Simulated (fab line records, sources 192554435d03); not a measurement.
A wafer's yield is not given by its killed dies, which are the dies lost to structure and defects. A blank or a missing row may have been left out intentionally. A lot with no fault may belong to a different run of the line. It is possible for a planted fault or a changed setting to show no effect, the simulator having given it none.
Chamber matching :: flow n5 finfet :: N5_SDB_ETCH_25 on rie diel-03: 4 sister chambers
The step etches SiO2 in C4F6/O2, target depth 10 nm, time 3.3 s. 18 wafers are shown with their chamber, then 9 later ones without.

== WAFERS WITH THEIR CHAMBER ==
wafer: L079.1
chamber: 2
drypump motor current A (A): 5.8
throttle valve pct (%): 21.6
rf vpp V (V): 672

wafer: L079.3
chamber: 3
drypump motor current A (A): 5.8
throttle valve pct (%): 21.3
rf vpp V (V): 638

wafer: L079.5
chamber: 3
drypump motor current A (A): 5.8
throttle valve pct (%): 21.3
rf vpp V (V): 639

wafer: L084.2
chamber: 2
drypump motor current A (A): 5.9
throttle valve pct (%): 21.5
rf vpp V (V): 674

wafer: L084.5
chamber: 1
drypump motor current A (A): 5.8
throttle valve pct (%): 20.6
rf vpp V (V): 671

wafer: L084.6
chamber: 2
drypump motor current A (A): 5.9
throttle valve pct (%): 21.5
rf vpp V (V): 673

wafer: L085.2
chamber: 3
drypump motor current A (A): 5.8
throttle valve pct (%): 21.3
rf vpp V (V): 640

wafer: L085.3
chamber: 0
drypump motor current A (A): 5.2
throttle valve pct (%): 21.1
rf vpp V (V): 674

wafer: L085.5
chamber: 0
drypump motor current A (A): 5.2
throttle valve pct (%): 21.2
rf vpp V (V): 676

wafer: L087.3
chamber: 0
drypump motor current A (A): 5.2
throttle valve pct (%): 21.2
rf vpp V (V): 676

wafer: L087.4
chamber: 3
drypump motor current A (A): 5.8
throttle valve pct (%): 21.3
rf vpp V (V): 639

wafer: L087.5
chamber: 0
drypump motor current A (A): 5.2
throttle valve pct (%): 21.2
rf vpp V (V): 675

wafer: L092.2
chamber: 0
drypump motor current A (A): 5.2
throttle valve pct (%): 21.2
rf vpp V (V): 673

wafer: L092.4
chamber: 3
drypump motor current A (A): 5.8
throttle valve pct (%): 21.4
rf vpp V (V): 639

wafer: L092.6
chamber: 1
drypump motor current A (A): 5.8
throttle valve pct (%): 20.6
rf vpp V (V): 670

wafer: L094.1
chamber: 2
drypump motor current A (A): 5.8
throttle valve pct (%): 21.3
rf vpp V (V): 695

wafer: L094.2
chamber: 1
drypump motor current A (A): 5.9
throttle valve pct (%): 20.6
rf vpp V (V): 670

wafer: L094.4
chamber: 0
drypump motor current A (A): 5.2
throttle valve pct (%): 21.2
rf vpp V (V): 675

SIGNATURES (averages over the wafers above)
reading: drypump motor current A
chamber 0: 5.200
chamber 1: 5.833
chamber 2: 5.850
chamber 3: 5.800
scatter within a chamber: 0.0345

reading: throttle valve pct
chamber 0: 21.183
chamber 1: 20.600
chamber 2: 21.475
chamber 3: 21.320
scatter within a chamber: 0.0675

reading: rf vpp V
chamber 0: 674.83
chamber 1: 670.33
chamber 2: 678.50
chamber 3: 639.00
scatter within a chamber: 5.17
Rule: for a wafer and a chamber, the distance is found by dividing, reading by reading, the gap between the wafer's reading and the chamber's mean by the reading's scatter, squaring, summing and taking the root. The wafer belongs to the nearest chamber; if the next one is less than 2 further off, it can't be placed. The scatter is the square root of a quotient: the sum, over the shown wafers, of each reading's squared deviation from its chamber's mean, divided by wafers minus chambers.

== WAFERS MISSING THEIR CHAMBER ==
wafer: L095.4
drypump motor current A (A): 5.9
throttle valve pct (%): 20.6
rf vpp V (V): 670

wafer: L095.5
drypump motor current A (A): 5.9
throttle valve pct (%): 21.3
rf vpp V (V): 692

wafer: L095.6
drypump motor current A (A): 5.8
throttle valve pct (%): 21.4
rf vpp V (V): 640

wafer: L096.1
drypump motor current A (A): 5.8
throttle valve pct (%): 21.3
rf vpp V (V): 694

wafer: L096.3
drypump motor current A (A): 5.8
throttle valve pct (%): 21.4
rf vpp V (V): 639

wafer: L096.5
drypump motor current A (A): 5.9
throttle valve pct (%): 20.6
rf vpp V (V): 669

wafer: L097.2
drypump motor current A (A): 5.8
throttle valve pct (%): 21.4
rf vpp V (V): 640

wafer: L097.3
drypump motor current A (A): 5.2
throttle valve pct (%): 21.2
rf vpp V (V): 675

wafer: L097.6
drypump motor current A (A): 5.8
throttle valve pct (%): 21.4
rf vpp V (V): 638

== THE CHAMBER EACH PASSED THROUGH ==
wafer: L095.4
from the rows above: 1
in truth: 1

wafer: L095.5
from the rows above: 2
in truth: 2

wafer: L095.6
from the rows above: 3
in truth: 3

wafer: L096.1
from the rows above: 2
in truth: 2

wafer: L096.3
from the rows above: 3
in truth: 3

wafer: L096.5
from the rows above: 1
in truth: 1

wafer: L097.2
from the rows above: 3
in truth: 3

wafer: L097.3
from the rows above: 0
in truth: 0

wafer: L097.6
from the rows above: 3
in truth: 3
Placed correctly: 9 of 9. From these rows, 0 cannot be placed. Number placed wrongly: 0.
